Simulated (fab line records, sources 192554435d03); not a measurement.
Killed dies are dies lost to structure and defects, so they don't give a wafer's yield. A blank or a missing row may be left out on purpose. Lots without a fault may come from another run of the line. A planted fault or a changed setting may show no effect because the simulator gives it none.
fab line records | flow n5_finfet
record lots=24 wafers=72 last_day=18
route steps=1938 shown BEOL_M12@1653 BEOL_M13@1659
lots that met no fault: from a run of the same line without faults
start_h: hours from the record's first day to the start of the lot's first wafer shown | wait_h: hours since the lot's step before | " the same as in the row above | L1.1+2: a row that stands for several wafers | - no value, or no start given | * or withheld: withheld | < > ~ a bound
route shown NAME@n: a module of which the file shows steps, and the number in the route of the first | usual: mean/standard deviation of fault-free wafers | same: alike in all rows | chamber/n: place in a boat | sites: the reading at each site | _std_site: their standard deviation | _edge_site: outer sites' mean less inner sites' | radius_mm: how far each site lies from the wafer's centre | mask NAME#n: copy n | behind: the tool/chamber that last shaped the wafer | hold: why the lot was held/for how many hours/how that ended | device: the transistor (n, p or np) that didn't switch | end of line: the same wafers' tests at the end of the route | a step without rows: its recipe alone | killed: dies lost to structure and defects at the first sort, not the wafer's yield | map: a wafer's dies, x killed, . not, _ none there
set.NAME: the setting as run; set.NAME@STEP: as run at that earlier step | model.NAME: the simulator's own value behind a step, which no gauge read
steps of the route over a sample of lots; a table a step, a row a wafer
services: from which hour (start_h, from the record's first day; less than 0 if before it) a tool's chamber was out of use, for how many hours, and why
## steps
# step N5_BEOL_M12_CMP_49
# recipe stop_on=SiOC t_overpolish_s=20.6 down_force_psi=1 platen_rpm=50 clearing_platen_down_force_psi=1.5 clearing_platen_rpm=50 post_cmp_clean=cu_alkaline target_thk_nm=320 clearing_platen_pad_velocity_m_s=0.99484 pad_velocity_m_s=0.99484
# usual barrier_field_endpoint_s=30.3/0.72 clearing_platen_down_force_psi=1.500/0.003 motor_current_A=6.0/0.61 overpolish_run_s=20.600/0.0091
# columns lot.wafer tool chamber start_h wait_h barrier_field_endpoint_s clearing_platen_down_force_psi motor_current_A overpolish_run_s
L074.3 cmp-04 3 252.90 0.2 28.7 1.503 6.0 20.609
L074.1 " 1 " " 30.4 1.502 5.8 20.583
L074.6 " 3 " " 29.6 1.499 6.1 20.624
L075.1 cmp-02 1 259.34 0.3 30.3 1.501 5.7 20.605
L075.4 " 2 " " 29.1 1.500 7.2 20.599
L075.3 " 0 " " 29.5 1.499 6.8 20.612
L076.1 cmp-03 3 263.85 0.3 30.3 1.495 5.8 20.604
L076.3 " 2 " " 31.3 1.499 4.8 20.606
L076.6 " 3 " " 30.0 1.498 5.9 20.593
L079.1 cmp-03 1 269.40 0.3 30.4 1.503 6.1 20.601
L079.3 " 2 " " 30.5 1.498 4.9 20.612
L079.4 " 3 " " 29.9 1.502 6.1 20.620
L078.2 cmp-02 3 269.64 0.2 30.8 1.500 5.8 20.598
L078.4 " 2 " " 30.7 1.494 7.6 20.595
L078.5 " 3 " " 30.8 1.502 6.0 20.600
L077.1 cmp-02 3 275.55 0.3 31.0 1.496 6.0 20.623
L077.3 " 0 " " 29.8 1.498 6.6 20.605
L077.6 " 3 " " 30.4 1.499 5.8 20.609
L080.4 cmp-03 0 286.90 0.2 30.4 1.502 6.3 20.614
L080.2 " 2 " " 30.7 1.503 4.5 20.595
L080.5 " 0 " " 30.5 1.505 6.0 20.610
L083.1 cmp-03 1 293.49 0.3 30.5 1.501 5.7 20.594
L083.5 " 0 " " 28.9 1.500 6.1 20.609
L083.6 " 1 " " 30.6 1.504 5.9 20.599
L081.1 cmp-04 3 295.93 0.3 29.5 1.499 5.9 20.592
L081.4 " 0 " " 29.4 1.499 6.4 20.598
L081.5 " 0 " " 30.8 1.501 6.7 20.600
L082.1 cmp-04 0 297.15 0.5 29.7 1.500 6.9 20.602
L082.3 " 2 " " 30.6 1.500 5.3 20.599
L082.5 " 0 " " 29.8 1.498 7.0 20.604
L084.3 cmp-04 3 303.74 0.2 30.2 1.500 5.7 20.594
L084.2 " 2 " " 31.3 1.498 5.3 20.606
L084.5 " 0 " " 29.8 1.503 6.7 20.591
L085.3 cmp-04 1 312.43 0.3 30.6 1.500 5.8 20.595
L085.6 " 2 " " 30.8 1.499 5.2 20.630
L085.5 " 3 " " 29.9 1.500 6.3 20.604
L087.2 cmp-03 0 324.93 0.2 29.3 1.501 6.4 20.602
L087.3 " 1 " " 29.9 1.504 5.7 20.598
L087.5 " 3 " " 29.0 1.500 5.7 20.610
L086.1 cmp-04 0 333.89 0.3 29.5 1.496 6.9 20.599
L086.3 " 1 " " 31.0 1.502 5.7 20.593
L086.4 " 2 " " 30.9 1.500 5.3 20.588
L089.1 cmp-03 1 339.61 0.4 31.8 1.498 5.9 20.597
L089.6 " 2 " " 32.3 1.501 4.7 20.585
L089.5 " 3 " " 30.8 1.500 6.0 20.582
L088.4 cmp-02 0 343.55 0.1 29.8 1.500 5.9 20.604
L088.1 " 1 " " 31.3 1.502 5.6 20.595
L088.5 " 0 " " 29.6 1.500 6.3 20.599
L091.3 cmp-04 2 345.86 0.2 30.3 1.493 5.4 20.602
L091.4 " 1 " " 29.6 1.497 5.5 20.599
L091.6 " 3 " " 30.1 1.497 6.3 20.595
L090.3 cmp-03 0 348.98 0.2 29.5 1.506 6.5 20.615
L090.1 " 1 " " 30.1 1.503 5.8 20.591
L090.5 " 3 " " 29.2 1.505 5.6 20.595
L093.4 cmp-04 2 356.31 0.2 31.2 1.502 5.3 20.599
L093.3 " 0 " " 29.7 1.507 6.6 20.592
L093.6 " 1 " " 30.5 1.496 5.7 20.589
L092.4 cmp-02 3 371.38 0.2 30.8 1.502 5.9 20.589
L092.3 " 0 " " 29.7 1.495 6.6 20.586
L092.6 " 2 " " 31.5 1.494 8.0 20.577
L094.1 cmp-03 2 381.21 0.3 30.9 1.498 5.1 20.605
L094.5 " 0 " " 29.2 1.502 6.1 20.595
L094.6 " 1 " " 29.8 1.501 5.6 20.605
L095.2 cmp-03 0 385.03 0.2 29.8 1.498 6.2 20.599
L095.4 " 1 " " 30.5 1.494 5.6 20.610
L095.6 " 0 " " 29.6 1.498 6.1 20.594
L096.1 cmp-04 2 388.49 0.4 31.3 1.498 5.3 20.590
L096.5 " 3 " " 30.1 1.502 5.8 20.604
L096.6 " 0 " " 29.4 1.501 7.2 20.592
L097.1 cmp-02 0 391.14 0.3 29.4 1.499 6.1 20.613
L097.2 " 1 " " 30.4 1.502 5.8 20.583
L097.3 " 2 " " 30.1 1.500 6.7 20.607
# step N5_BEOL_M13_ILD_DEP_00
# recipe material=SiOC target_thk_a=8379.2 temp_c=350 precursor=DEMS/O2 pressure_torr=5 rf_w=500 time_s=166.4
# usual heater_power_outer_w=248/32 heater_power_w=474/46 showerhead_plenum_p_Torr=5.691/0.015 throttle_valve_pct=12.0/0.84
# columns lot.wafer tool chamber start_h wait_h heater_power_outer_w heater_power_w showerhead_plenum_p_Torr throttle_valve_pct
L074.1 pecvd-02 2 253.38 0.0 207 415 5.691 11.6
L074.3 " 0 " " 250 451 5.697 12.3
L074.6 " 0 " " 272 489 5.690 12.8
L075.1 pecvd-04 1 259.82 0.0 245 497 5.690 11.6
L075.3 " 2 " " 269 444 5.687 11.0
L075.4 " 2 " " 281 470 5.680 11.0
L076.1 pecvd-01 1 264.36 0.0 271 491 5.680 13.9
L076.3 " 0 " " 218 444 5.678 11.8
L076.6 " 1 " " 296 519 5.675 13.8
L079.1 pecvd-02 1 269.85 0.0 231 461 5.690 11.1
L079.3 " 0 " " 254 465 5.693 12.3
L079.4 " 2 " " 250 476 5.691 11.5
L078.2 pecvd-04 1 270.12 0.0 219 459 5.687 11.8
L078.4 " 2 " " 205 379 5.690 11.1
L078.5 " 0 " " 267 546 5.697 12.6
L077.1 pecvd-01 0 276.06 0.0 225 447 5.662 11.7
L077.3 " 1 " " 311 520 5.670 14.0
L077.6 " 1 " " 323 539 5.677 13.8
L080.2 pecvd-01 1 287.37 0.0 245 445 5.676 13.7
L080.4 " 1 " " 272 493 5.698 14.3
L080.5 " 2 " " 290 494 5.738 12.1
L083.1 pecvd-01 0 293.96 0.0 260 486 5.679 11.8
L083.5 " 0 " " 186 403 5.674 11.7
L083.6 " 2 " " 271 483 5.729 12.1
L081.1 pecvd-04 0 296.42 0.0 281 567 5.700 12.5
L081.4 " 1 " " 199 442 5.683 11.6
L081.5 " 1 " " 232 477 5.691 11.6
L082.1 pecvd-04 0 297.66 0.0 220 485 5.694 12.7
L082.3 " 1 " " 195 440 5.682 11.6
L082.5 " 1 " " 234 480 5.683 11.6
L084.2 pecvd-01 0 304.22 0.0 198 411 5.664 11.7
L084.3 " 2 " " 255 442 5.710 11.9
L084.5 " 2 " " 266 457 5.719 12.2
L085.3 pecvd-04 0 312.80 0.0 226 494 5.687 12.6
L085.5 " 1 " " 250 499 5.675 11.8
L085.6 " 2 " " 251 431 5.683 11.3
L087.2 pecvd-01 0 325.38 0.0 221 435 5.670 12.0
L087.3 " 1 " " 291 508 5.693 14.2
L087.5 " 2 " " 269 475 5.726 12.2
L086.1 pecvd-04 0 334.34 0.0 214 477 5.700 12.6
L086.3 " 2 " " 242 422 5.684 11.0
L086.4 " 0 " " 255 535 5.685 12.7
L089.1 pecvd-04 2 340.01 0.0 280 479 5.680 11.0
L089.5 " 1 " " 276 534 5.689 11.9
L089.6 " 2 " " 236 431 5.681 11.0
L088.1 pecvd-01 0 344.03 0.0 208 422 5.679 11.6
L088.4 " 2 " " 215 412 5.735 12.0
L088.5 " 1 " " 291 515 5.670 13.9
L091.3 pecvd-02 1 346.34 0.0 250 481 5.709 11.0
L091.4 " 1 " " 273 514 5.694 11.3
L091.6 " 0 " " 244 462 5.700 12.5
L090.1 pecvd-04 2 349.39 0.0 277 475 5.692 11.0
L090.3 " 2 " " 208 384 5.693 11.1
L090.5 " 2 " " 236 410 5.690 11.0
L093.3 pecvd-04 0 356.84 0.1 205 464 5.683 12.4
L093.4 " 2 " " 278 483 5.679 11.2
L093.6 " 2 " " 205 382 5.694 10.8
L092.3 pecvd-04 0 371.82 0.0 211 483 5.697 12.7
L092.4 " 1 " " 239 487 5.698 11.5
L092.6 " 2 " " 257 439 5.675 10.9
L094.1 pecvd-01 2 381.62 0.0 284 484 5.736 12.3
L094.5 " 1 " " 238 444 5.691 14.0
L094.6 " 2 " " 296 502 5.704 12.3
L095.2 pecvd-02 0 385.48 0.0 204 398 5.692 12.5
L095.4 " 0 " " 238 453 5.700 12.5
L095.6 " 1 " " 204 417 5.685 11.3
L096.1 pecvd-02 0 388.85 0.0 201 403 5.699 12.1
L096.5 " 1 " " 201 423 5.708 11.3
L096.6 " 2 " " 181 376 5.716 11.9
L097.1 pecvd-04 0 391.62 0.0 293 588 5.686 12.6
L097.2 " 2 " " 216 392 5.678 10.9
L097.3 " 0 " " 211 468 5.683 12.4
# step N5_BEOL_M13_INSPECT_12
# recipe mode=adi inspect_instrument=macro
# usual raw_defect_count=2.0/1.5
# columns lot.wafer tool chamber start_h wait_h raw_defect_count
L074.1 defect_inspect-02 - 254.03 0.0 0
L074.3 " - " " 2
L074.6 " - " " 0
L075.1 defect_inspect-01 - 260.33 0.0 4
L075.3 " - " " 1
L075.4 " - " " 3
L076.1 defect_inspect-02 - 265.00 0.0 2
L076.3 " - " " 3
L076.6 " - " " 4
L079.1 defect_inspect-02 - 270.36 0.0 2
L079.3 " - " " 0
L079.4 " - " " 0
L078.2 defect_inspect-02 - 270.75 0.0 1
L078.4 " - " " 2
L078.5 " - " " 3
L077.1 defect_inspect-02 - 276.70 0.0 2
L077.3 " - " " 1
L077.6 " - " " 1
L080.2 defect_inspect-01 - 287.88 0.0 0
L080.4 " - " " 1
L080.5 " - " " 1
L083.1 defect_inspect-01 - 294.47 0.0 3
L083.5 " - " " 4
L083.6 " - " " 1
L081.1 defect_inspect-02 - 297.11 0.0 3
L081.4 " - " " 0
L081.5 " - " " 1
L082.1 defect_inspect-01 - 298.35 0.0 4
L082.3 " - " " 3
L082.5 " - " " 3
L084.2 defect_inspect-02 - 304.86 0.0 2
L084.3 " - " " 0
L084.5 " - " " 2
L085.3 defect_inspect-02 - 313.43 0.0 1
L085.5 " - " " 0
L085.6 " - " " 1
L087.2 defect_inspect-02 - 326.01 0.0 0
L087.3 " - " " 2
L087.5 " - " " 3
L086.1 defect_inspect-01 - 334.85 0.0 4
L086.3 " - " " 0
L086.4 " - " " 4
L089.1 defect_inspect-02 - 340.57 0.0 2
L089.5 " - " " 4
L089.6 " - " " 4
L088.1 defect_inspect-02 - 344.54 0.0 6
L088.4 " - " " 3
L088.5 " - " " 3
L091.3 defect_inspect-01 - 346.98 0.0 2
L091.4 " - " " 1
L091.6 " - " " 2
L090.1 defect_inspect-02 - 349.96 0.0 2
L090.3 " - " " 3
L090.5 " - " " 4
L093.3 defect_inspect-01 - 357.48 0.0 2
L093.4 " - " " 2
L093.6 " - " " 0
L092.3 defect_inspect-02 - 372.46 0.0 3
L092.4 " - " " 4
L092.6 " - " " 2
L094.1 defect_inspect-01 - 382.27 0.0 7
L094.5 " - " " 2
L094.6 " - " " 1
L095.2 defect_inspect-02 - 386.11 0.0 4
L095.4 " - " " 1
L095.6 " - " " 0
L096.1 defect_inspect-02 - 389.49 0.0 5
L096.5 " - " " 2
L096.6 " - " " 2
L097.1 defect_inspect-02 - 392.32 0.0 2
L097.2 " - " " 2
L097.3 " - " " 3
# step N5_BEOL_M13_ETCH_59
# recipe chemistry=N2/H2 target=BARC target_depth_a=890 overetch_a=267 time_s=67.9 ion_energy_ev=200 pressure_mtorr=30 source_w=840 bias_w=150 n2_flow_sccm=200 h2_flow_sccm=200
# usual drypump_motor_current_A=5.7/0.36 oes_product_au=0.68/0.054 rf_vpp_V=524.2/1.9 showerhead_plenum_p_Torr=2.56/0.066 throttle_valve_pct=17.89/0.25
# columns lot.wafer tool chamber start_h wait_h drypump_motor_current_A oes_product_au rf_hours_counter_h rf_vpp_V showerhead_plenum_p_Torr throttle_valve_pct
L074.1 rie_diel-05 2 254.10 0.0 5.5 0.74 63 527.0 2.59 17.78
L074.3 " 3 " " 5.6 0.75 39 521.9 2.46 17.46
L074.6 " 0 " " 6.2 0.62 - 526.2 2.63 18.26
L075.1 rie_diel-05 2 260.40 0.0 5.5 0.73 65 524.0 2.59 17.78
L075.3 " 0 " " 6.2 0.62 196 527.3 2.63 18.27
L075.4 " 3 " " 5.6 0.75 41 521.0 2.46 17.47
L076.1 rie_diel-05 2 265.07 0.0 5.5 0.72 67 525.5 2.59 17.80
L076.3 " 0 " " 6.2 0.62 198 526.7 2.63 18.26
L076.6 " 0 " " 6.2 0.62 - 525.6 2.63 18.26
L079.1 rie_diel-05 1 270.43 0.0 5.6 0.61 182 522.1 2.52 17.76
L079.3 " 3 " " 5.6 0.74 44 519.5 2.46 17.47
L079.4 " 0 " " 6.2 0.62 199 526.5 2.63 18.28
L078.2 rie_diel-04 3 270.82 0.0 5.7 0.71 64 525.5 2.60 18.07
L078.4 " 1 " " 5.4 0.75 37 520.9 2.48 17.78
L078.5 " 3 " " 5.7 0.72 - 525.0 2.60 18.07
L077.1 rie_diel-05 3 276.76 0.0 5.6 0.73 46 522.5 2.46 17.47
L077.3 " 2 " " 5.5 0.73 70 525.5 2.59 17.80
L077.6 " 0 " " 6.2 0.62 - 526.4 2.63 18.28
L080.2 rie_diel-02 0 287.95 0.0 5.4 0.76 33 528.3 2.73 17.72
L080.4 " 3 " " 5.2 0.59 202 526.4 2.64 18.28
L080.5 " 0 " " 5.4 0.76 - 527.8 2.73 17.71
L083.1 rie_diel-04 3 294.54 0.0 5.7 0.71 70 523.9 2.60 18.09
L083.5 " 2 " " 6.4 0.70 - 523.4 2.58 18.12
L083.6 " 3 " " 5.7 0.70 - 524.5 2.60 18.08
L081.1 rie_diel-04 2 297.22 0.0 6.4 0.70 83 525.5 2.58 18.13
L081.4 " 1 " " 5.3 0.74 45 521.8 2.48 17.78
L081.5 " 3 " " 5.7 0.70 - 525.0 2.60 18.09
L082.1 rie_diel-02 1 298.65 0.0 5.0 0.77 28 525.0 2.59 17.55
L082.3 " 0 " " 5.4 0.76 36 529.2 2.73 17.73
L082.5 " 0 " " 5.4 0.76 - 527.9 2.73 17.71
L084.2 rie_diel-02 0 304.92 0.0 5.4 0.76 37 528.8 2.73 17.72
L084.3 " 3 " " 5.2 0.59 205 526.2 2.64 18.28
L084.5 " 1 " " 4.9 0.77 - 525.0 2.59 17.54
L085.3 rie_diel-05 1 313.50 0.0 5.6 0.61 197 522.3 2.51 17.79
L085.5 " 2 " " 5.5 0.71 - 524.3 2.58 17.82
L085.6 " 1 " " 5.6 0.61 - 523.8 2.51 17.78
L087.2 rie_diel-05 3 326.08 0.0 5.6 0.72 63 522.4 2.45 17.51
L087.3 " 0 " " 6.2 0.61 218 526.2 2.62 18.30
L087.5 " 1 " " 5.6 0.61 - 522.7 2.51 17.79
L086.1 rie_diel-04 1 334.91 0.0 5.4 0.72 55 521.0 2.47 17.79
L086.3 " 0 " " 5.9 0.63 183 524.7 2.52 17.72
L086.4 " 2 " " 6.4 0.70 94 524.0 2.58 18.16
L089.1 rie_diel-04 1 340.64 0.0 5.4 0.72 57 521.9 2.47 17.79
L089.5 " 3 " " 5.7 0.69 - 523.6 2.59 18.09
L089.6 " 2 " " 6.4 0.69 - 524.4 2.58 18.14
L088.1 rie_diel-05 0 344.76 0.0 6.2 0.60 223 526.5 2.62 18.33
L088.4 " 2 " " 5.5 0.71 90 525.3 2.58 17.82
L088.5 " 3 " " 5.6 0.72 - 522.4 2.45 17.51
L091.3 rie_diel-05 3 347.45 0.0 5.6 0.72 68 522.0 2.45 17.51
L091.4 " 0 " " 6.2 0.61 223 526.0 2.62 18.29
L091.6 " 0 " " 6.2 0.60 - 524.9 2.62 18.31
L090.1 rie_diel-05 3 350.03 0.0 5.6 0.71 69 521.2 2.45 17.51
L090.3 " 1 " " 5.6 0.60 206 522.0 2.51 17.82
L090.5 " 0 " " 6.2 0.60 - 525.3 2.62 18.34
L093.3 rie_diel-04 0 357.55 0.0 5.9 0.61 189 522.8 2.51 17.73
L093.4 " 3 " " 5.7 0.68 90 524.5 2.59 18.13
L093.6 " 0 " " 5.9 0.62 - 522.6 2.51 17.75
L092.3 rie_diel-04 3 372.53 0.0 5.7 0.69 95 524.8 2.59 18.13
L092.4 " 1 " " 5.4 0.71 67 523.0 2.47 17.83
L092.6 " 0 " " 5.9 0.62 - 524.2 2.51 17.74
L094.1 rie_diel-04 3 382.38 0.0 5.7 0.68 98 525.1 2.59 18.13
L094.5 " 3 " " 5.7 0.68 - 524.5 2.59 18.14
L094.6 " 0 " " 5.9 0.61 - 522.2 2.51 17.74
L095.2 rie_diel-05 0 386.18 0.0 6.2 0.60 236 526.5 2.62 18.32
L095.4 " 1 " " 5.6 0.59 218 523.3 2.50 17.85
L095.6 " 2 " " 5.5 0.69 - 525.7 2.57 17.85
L096.1 rie_diel-04 1 389.56 0.0 5.4 0.71 72 520.8 2.47 17.84
L096.5 " 3 " " 5.7 0.68 - 524.9 2.59 18.13
L096.6 " 2 " " 6.4 0.68 - 524.4 2.57 18.17
L097.1 rie_diel-04 2 392.38 0.0 6.4 0.68 112 523.8 2.57 18.17
L097.2 " 3 " " 5.7 0.67 101 523.8 2.59 18.13
L097.3 " 1 " " 5.4 0.71 73 522.7 2.47 17.84
# step N5_BEOL_M13_CD_MEAS_17
# recipe target_cd_nm=190 polarity=opening
# usual cd_nm=190.1/1.6
# columns lot.wafer tool chamber start_h wait_h cd_nm
L074.1 cd_sem-03 - 254.59 0.0 191.0
L074.3 " - " " 190.3
L074.6 " - " " 190.4
L075.1 cd_sem-01 - 260.89 0.0 191.5
L075.3 " - " " 188.1
L075.4 " - " " 190.1
L076.1 cd_sem-01 - 265.61 0.0 191.9
L076.3 " - " " 189.6
L076.6 " - " " 190.1
L079.1 cd_sem-01 - 270.92 0.0 190.1
L079.3 " - " " 187.8
L079.4 " - " " 189.0
L078.2 cd_sem-03 - 271.32 0.0 190.1
L078.4 " - " " 191.3
L078.5 " - " " 189.9
L077.1 cd_sem-01 - 277.28 0.0 188.3
L077.3 " - " " 191.5
L077.6 " - " " 187.9
L080.2 cd_sem-02 - 288.44 0.0 185.6
L080.4 " - " " 188.6
L080.5 " - " " 185.7
L083.1 cd_sem-02 - 295.04 0.0 188.4
L083.5 " - " " 190.4
L083.6 " - " " 186.9
L081.1 cd_sem-02 - 297.72 0.0 191.2
L081.4 " - " " 191.7
L081.5 " - " " 188.9
L082.1 cd_sem-01 - 299.15 0.0 188.6
L082.3 " - " " 187.3
L082.5 " - " " 188.1
L084.2 cd_sem-03 - 305.43 0.0 187.8
L084.3 " - " " 187.4
L084.5 " - " " 188.8
L085.3 cd_sem-03 - 314.04 0.0 188.8
L085.5 " - " " 189.7
L085.6 " - " " 190.0
L087.2 cd_sem-03 - 326.57 0.0 191.6
L087.3 " - " " 190.8
L087.5 " - " " 193.4
L086.1 cd_sem-01 - 335.41 0.0 190.7
L086.3 " - " " 191.6
L086.4 " - " " 192.8
L089.1 cd_sem-03 - 341.14 0.0 191.5
L089.5 " - " " 189.3
L089.6 " - " " 190.7
L088.1 cd_sem-03 - 345.25 0.0 186.9
L088.4 " - " " 190.1
L088.5 " - " " 188.8
L091.3 cd_sem-01 - 347.94 0.0 190.2
L091.4 " - " " 189.7
L091.6 " - " " 187.6
L090.1 cd_sem-03 - 350.52 0.0 191.0
L090.3 " - " " 192.4
L090.5 " - " " 190.4
L093.3 cd_sem-03 - 358.04 0.0 188.4
L093.4 " - " " 187.5
L093.6 " - " " 189.3
L092.3 cd_sem-02 - 373.02 0.0 189.1
L092.4 " - " " 188.8
L092.6 " - " " 187.3
L094.1 cd_sem-03 - 382.87 0.0 188.8
L094.5 " - " " 189.9
L094.6 " - " " 190.7
L095.2 cd_sem-02 - 386.68 0.0 188.7
L095.4 " - " " 190.2
L095.6 " - " " 191.2
L096.1 cd_sem-01 - 390.05 0.0 192.4
L096.5 " - " " 191.6
L096.6 " - " " 192.9
L097.1 cd_sem-01 - 392.88 0.0 190.1
L097.2 " - " " 188.3
L097.3 " - " " 189.2
# step N5_BEOL_M13_INSPECT_30
# recipe mode=adi inspect_instrument=macro
# usual raw_defect_count=2.3/1.3
# columns lot.wafer tool chamber start_h wait_h raw_defect_count
L074.1 defect_inspect-02 - 254.98 0.0 1
L074.3 " - " " 1
L074.6 " - " " 1
L075.1 defect_inspect-02 - 261.40 0.0 2
L075.3 " - " " 2
L075.4 " - " " 2
L076.1 defect_inspect-02 - 266.11 0.0 4
L076.3 " - " " 1
L076.6 " - " " 4
L079.1 defect_inspect-01 - 271.30 0.0 3
L079.3 " - " " 3
L079.4 " - " " 3
L078.2 defect_inspect-01 - 271.70 0.0 2
L078.4 " - " " 1
L078.5 " - " " 3
L077.1 defect_inspect-02 - 277.79 0.0 4
L077.3 " - " " 2
L077.6 " - " " 2
L080.2 defect_inspect-01 - 288.95 0.0 2
L080.4 " - " " 4
L080.5 " - " " 2
L083.1 defect_inspect-02 - 295.55 0.0 1
L083.5 " - " " 1
L083.6 " - " " 2
L081.1 defect_inspect-01 - 298.10 0.0 5
L081.4 " - " " 2
L081.5 " - " " 2
L082.1 defect_inspect-01 - 299.65 0.0 2
L082.3 " - " " 2
L082.5 " - " " 1
L084.2 defect_inspect-01 - 305.81 0.0 5
L084.3 " - " " 2
L084.5 " - " " 2
L085.3 defect_inspect-01 - 314.54 0.0 2
L085.5 " - " " 0
L085.6 " - " " 3
L087.2 defect_inspect-01 - 327.08 0.0 1
L087.3 " - " " 2
L087.5 " - " " 5
L086.1 defect_inspect-02 - 335.79 0.0 1
L086.3 " - " " 2
L086.4 " - " " 2
L089.1 defect_inspect-02 - 341.52 0.0 0
L089.5 " - " " 6
L089.6 " - " " 2
L088.1 defect_inspect-02 - 345.76 0.0 3
L088.4 " - " " 2
L088.5 " - " " 4
L091.3 defect_inspect-01 - 348.45 0.0 2
L091.4 " - " " 4
L091.6 " - " " 3
L090.1 defect_inspect-01 - 350.90 0.0 3
L090.3 " - " " 0
L090.5 " - " " 2
L093.3 defect_inspect-02 - 358.42 0.0 2
L093.4 " - " " 1
L093.6 " - " " 1
L092.3 defect_inspect-02 - 373.40 0.0 1
L092.4 " - " " 0
L092.6 " - " " 2
L094.1 defect_inspect-01 - 383.38 0.0 3
L094.5 " - " " 3
L094.6 " - " " 2
L095.2 defect_inspect-01 - 387.06 0.0 3
L095.4 " - " " 1
L095.6 " - " " 6
L096.1 defect_inspect-01 - 390.43 0.0 2
L096.5 " - " " 4
L096.6 " - " " 2
L097.1 defect_inspect-01 - 393.38 0.0 7
L097.2 " - " " 3
L097.3 " - " " 1
## services
# columns tool chamber start_h hours kind
cmp-04 - 236.65 5.7 pm
pecvd-04 2 242.61 6.9 repair
pecvd-01 - 255.82 1.6 repair
rie_diel-02 3 264.08 11.4 repair
rie_diel-02 - 271.71 2.8 pm
cmp-03 - 274.80 4.0 pm
cmp-04 - 275.29 2.0 repair
pecvd-04 2 289.93 9.3 repair
pecvd-02 - 292.26 5.5 pm
cmp-03 - 298.26 0.7 repair
rie_diel-02 - 300.28 4.0 repair
rie_diel-02 0 322.58 9.6 repair
rie_diel-04 1 330.34 2.0 repair
pecvd-04 0 337.05 16.5 scheduled_down
rie_diel-02 - 337.47 0.7 repair
cmp-03 - 343.51 2.6 repair
rie_diel-05 3 351.34 12.4 repair
pecvd-01 2 352.90 6.9 repair
cmp-04 - 353.32 2.8 repair
pecvd-04 1 354.65 5.5 scheduled_down
pecvd-04 0 364.12 5.5 scheduled_down
pecvd-04 2 378.94 4.4 repair
rie_diel-04 0 384.21 6.8 repair
pecvd-02 - 390.45 6.0 pm
## key
fault none
